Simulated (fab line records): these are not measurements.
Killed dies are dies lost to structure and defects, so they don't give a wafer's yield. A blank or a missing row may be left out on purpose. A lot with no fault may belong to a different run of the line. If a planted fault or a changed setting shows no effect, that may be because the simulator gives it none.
What tool caused it? || flow n5Finfet || Sampling: 9 lots, 27 wafers, 6 of 1938 route steps

## WHAT EACH GAUGE READ, for each wafer
N5_BEOL_M7_CD_MEAS_28: the cd target is 40 nm.
{"lot": "L075", "measured": "day 9 05:56", "on": "cdSem-01", "cdNm (nm)": "40.03 39.78 39.79"}
{"lot": "L079", "measured": "day 10 04:22", "on": "cdSem-02", "cdNm (nm)": "39.88 39.70 39.77"}
{"lot": "L082", "measured": "day 10 18:19", "on": "cdSem-01", "cdNm (nm)": "40.34 40.24 40.17"}
{"lot": "L084", "measured": "day 11 03:59", "on": "cdSem-02", "cdNm (nm)": "39.93 39.85 39.92"}
{"lot": "L087", "measured": "day 12 14:52", "on": "cdSem-01", "cdNm (nm)": "39.89 39.23 39.83"}
{"lot": "L088", "measured": "day 13 02:25", "on": "cdSem-02", "cdNm (nm)": "39.61 40.06 39.55"}
{"lot": "L090", "measured": "day 13 23:42", "on": "cdSem-01", "cdNm (nm)": "40.05 40.13 39.46"}
{"lot": "L096", "measured": "day 15 05:11", "on": "cdSem-02", "cdNm (nm)": "40.12 40.10 39.34"}
{"lot": "L097", "measured": "day 16 02:44", "on": "cdSem-01", "cdNm (nm)": "40.15 39.91 40.04"}

## EACH LOT AND THE TOOL THAT RAN IT (in order: tool; ch and the chambers of the sampled wafers; start)
{"lot": "L075", "N5_BEOL_M6_ETCH_72": "rieDiel-03 ch 1,2, day 8 22:35", "N5_BEOL_M6_ETCH_65": "rieDiel-03 ch 1,2, day 8 22:37", "N5_BEOL_M6_TRENCH_ETCH_37": "rieDiel-03 ch 1,2, day 9 03:31 or earlier", "N5_BEOL_M7_PECVD_70": "pecvd-03 ch 0,1,2, day 9 03:31", "N5_BEOL_M7_STRIP_19": "rieDiel-04 ch 0,1,2, day 9 05:34"}
{"lot": "L079", "N5_BEOL_M6_ETCH_72": "rieDiel-05 ch 0,1,2, day 9 20:29", "N5_BEOL_M6_ETCH_65": "rieDiel-05 ch 0,1,2, day 9 20:31", "N5_BEOL_M6_TRENCH_ETCH_37": "rieDiel-05 ch 0,1,2, day 10 00:45 or earlier", "N5_BEOL_M7_PECVD_70": "pecvd-03 ch 0,1, day 10 00:45", "N5_BEOL_M7_STRIP_19": "rieDiel-06 ch 1,2, day 10 01:59"}
{"lot": "L082", "N5_BEOL_M6_ETCH_72": "rieDiel-03 ch 0,1, day 10 10:07", "N5_BEOL_M6_ETCH_65": "rieDiel-03 ch 0,1, day 10 10:07", "N5_BEOL_M6_TRENCH_ETCH_37": "rieDiel-03 ch 0,1, day 10 14:53 or earlier", "N5_BEOL_M7_PECVD_70": "pecvd-04 ch 0,1,2, day 10 14:53", "N5_BEOL_M7_STRIP_19": "rieDiel-04 ch 1,3, day 10 16:30"}
{"lot": "L084", "N5_BEOL_M6_ETCH_72": "rieDiel-05 ch 2,3, day 10 21:14", "N5_BEOL_M6_ETCH_65": "rieDiel-05 ch 2,3, day 10 21:16", "N5_BEOL_M6_TRENCH_ETCH_37": "rieDiel-05 ch 2,3, day 11 01:09 or earlier", "N5_BEOL_M7_PECVD_70": "pecvd-03 ch 0,1,2, day 11 01:09", "N5_BEOL_M7_STRIP_19": "rieDiel-04 ch 0,1,3, day 11 03:36"}
{"lot": "L087", "N5_BEOL_M6_ETCH_72": "rieDiel-01 ch 2,3, day 12 05:01", "N5_BEOL_M6_ETCH_65": "rieDiel-01 ch 2,3, day 12 05:01", "N5_BEOL_M6_TRENCH_ETCH_37": "rieDiel-01 ch 2,3, day 12 09:38 or earlier", "N5_BEOL_M7_PECVD_70": "pecvd-04 ch 0,1,2, day 12 09:38", "N5_BEOL_M7_STRIP_19": "rieDiel-06 ch 0,1,3, day 12 11:20"}
{"lot": "L088", "N5_BEOL_M6_ETCH_72": "rieDiel-03 ch 0,1,3, day 12 17:23", "N5_BEOL_M6_ETCH_65": "rieDiel-03 ch 0,1,3, day 12 17:25", "N5_BEOL_M6_TRENCH_ETCH_37": "rieDiel-03 ch 0,1,3, day 12 22:16 or earlier", "N5_BEOL_M7_PECVD_70": "pecvd-03 ch 0,1,2, day 12 22:16", "N5_BEOL_M7_STRIP_19": "rieDiel-06 ch 0,2,3, day 13 01:07"}
{"lot": "L090", "N5_BEOL_M6_ETCH_72": "rieDiel-05 ch 0,1, day 13 17:46", "N5_BEOL_M6_ETCH_65": "rieDiel-05 ch 0,1, day 13 17:47", "N5_BEOL_M6_TRENCH_ETCH_37": "rieDiel-05 ch 0,1, day 13 21:26 or earlier", "N5_BEOL_M7_PECVD_70": "pecvd-04 ch 1,2, day 13 21:26", "N5_BEOL_M7_STRIP_19": "rieDiel-02 ch 1,2, day 13 23:18"}
{"lot": "L096", "N5_BEOL_M6_ETCH_72": "rieDiel-05 ch 0,1,3, day 14 23:05", "N5_BEOL_M6_ETCH_65": "rieDiel-05 ch 0,1,3, day 14 23:07", "N5_BEOL_M6_TRENCH_ETCH_37": "rieDiel-05 ch 0,1,3, day 15 02:58 or earlier", "N5_BEOL_M7_PECVD_70": "pecvd-04 ch 1,2, day 15 02:58", "N5_BEOL_M7_STRIP_19": "rieDiel-02 ch 0,3, day 15 04:39"}
{"lot": "L097", "N5_BEOL_M6_ETCH_72": "rieDiel-01 ch 0,1,3, day 15 14:53", "N5_BEOL_M6_ETCH_65": "rieDiel-01 ch 0,1,3, day 15 14:55", "N5_BEOL_M6_TRENCH_ETCH_37": "rieDiel-01 ch 0,1,3, day 15 22:02 or earlier", "N5_BEOL_M7_PECVD_70": "pecvd-03 ch 0,2, day 15 22:02", "N5_BEOL_M7_STRIP_19": "rieDiel-02 ch 2,3, day 16 00:25"}
- N5_BEOL_M6_ETCH_72: etches underlayer in N2/H2, target depth 6.5 nm, time 5.2 s.
- N5_BEOL_M6_ETCH_65: etches SiARC in CF4, target depth 15.6 nm, time 26 s.
- N5_BEOL_M6_TRENCH_ETCH_37: etches SiCOH lowk in C4F6/O2, target depth 94.435 nm, time 31.5 s.
- N5_BEOL_M7_PECVD_70: deposits SiO2 from TEOS/O2, target thk 20 nm, time 22.7 s.
- N5_BEOL_M7_STRIP_19: strips in O2.

## THE ANSWER, worked out from the rows above alone
Rule: usual is defined by the lots themselves. Put in order of their means at a reading, lots are off if they are a third of the lots or fewer, leave a main group of 4 or more, and stand apart from it by a gap of 3 or more times the standard deviation of the main group's means; of several such gaps the widest counts. A main group is skipped when, at the precision printed for the reading in the tables above, its means are all equal. A lot without any number at a reading at which 4 lots or more have one is off too. Where the step has rows for the other lots, those lots are counted as sound.
No lot is off at any reading shown: from this, nothing can be told.

## WHAT HAD BEEN PUT IN BY THE SIMULATOR
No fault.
